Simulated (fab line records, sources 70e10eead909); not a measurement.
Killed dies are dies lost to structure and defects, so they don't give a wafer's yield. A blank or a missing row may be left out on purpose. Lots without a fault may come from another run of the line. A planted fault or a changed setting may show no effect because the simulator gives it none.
Chamber matching | flow nand_harc | NHARC_A_WL_FILL_ETCHBACK_26 on rie_si-02: 4 sister chambers
The step etches the open film in HBr, target depth 52 nm, time 13.3 s. 14 wafers are shown with their chamber, then 7 later ones without.

WAFERS WITH THEIR CHAMBER
wafer  | chamber | drypump_motor_current_A (A) | throttle_valve_pct (%) | oes_product_au (a.u.)
L889.1 | 0       | 5.5                         | 23.252                 | 1.000
L889.3 | 2       | 5.3                         | 23.255                 | 1.011
L889.5 | 0       | 5.5                         | 23.264                 | 1.006
L892.2 | 3       | 6.4                         | 23.285                 | 0.984
L892.5 | 2       | 5.3                         | 23.279                 | 0.993
L892.6 | 1       | 5.9                         | 23.245                 | 0.989
L891.2 | 0       | 5.5                         | 23.257                 | 0.991
L891.4 | 3       | 6.4                         | 23.266                 | 1.002
L891.5 | 1       | 5.9                         | 23.268                 | 1.011
L897.3 | 1       | 5.8                         | 23.255                 | 1.000
L897.5 | 2       | 5.3                         | 23.275                 | 1.021
L897.6 | 3       | 6.4                         | 23.266                 | 0.985
L904.2 | 1       | 5.8                         | 23.256                 | 0.989
L904.4 | 3       | 6.4                         | 23.263                 | 0.984

SIGNATURES (means of the wafers above)
reading                 | chamber 0 | chamber 1 | chamber 2 | chamber 3 | scatter within a chamber
drypump_motor_current_A | 5.500     | 5.850     | 5.300     | 6.400     | 0.0316
throttle_valve_pct      | 23.25767  | 23.25600  | 23.26967  | 23.27000  | 0.00988
oes_product_au          | 0.99900   | 0.99725   | 1.00833   | 0.98875   | 0.0104
Rule: a wafer's distance from a chamber is the root of the sum, over the readings, of the square of ((its reading less the chamber's mean) divided by the reading's scatter). The wafer belongs to the nearest chamber; if the next one is less than 2 further off, it can't be placed. The scatter: the root of (the sum of the squares of (reading less its chamber's mean) over the shown wafers, divided by (wafers less chambers)).

WAFERS WITHOUT THEIR CHAMBER
wafer  | drypump_motor_current_A (A) | throttle_valve_pct (%) | oes_product_au (a.u.)
L904.6 | 5.3                         | 23.263                 | 1.017
L906.1 | 5.5                         | 23.269                 | 0.981
L906.3 | 5.8                         | 23.255                 | 0.998
L906.4 | 6.4                         | 23.274                 | 0.980
L911.1 | 5.3                         | 23.276                 | 1.022
L911.2 | 5.5                         | 23.251                 | 0.986
L911.5 | 5.8                         | 23.256                 | 0.993

WHICH CHAMBER EACH WENT THROUGH
wafer  | from the rows above | in truth
L904.6 | 2                   | 2
L906.1 | 0                   | 0
L906.3 | 1                   | 1
L906.4 | 3                   | 3
L911.1 | 2                   | 2
L911.2 | 0                   | 0
L911.5 | 1                   | 1
Placed correctly: 7 of 7. Can't be placed from these rows: 0. Placed wrongly: 0.
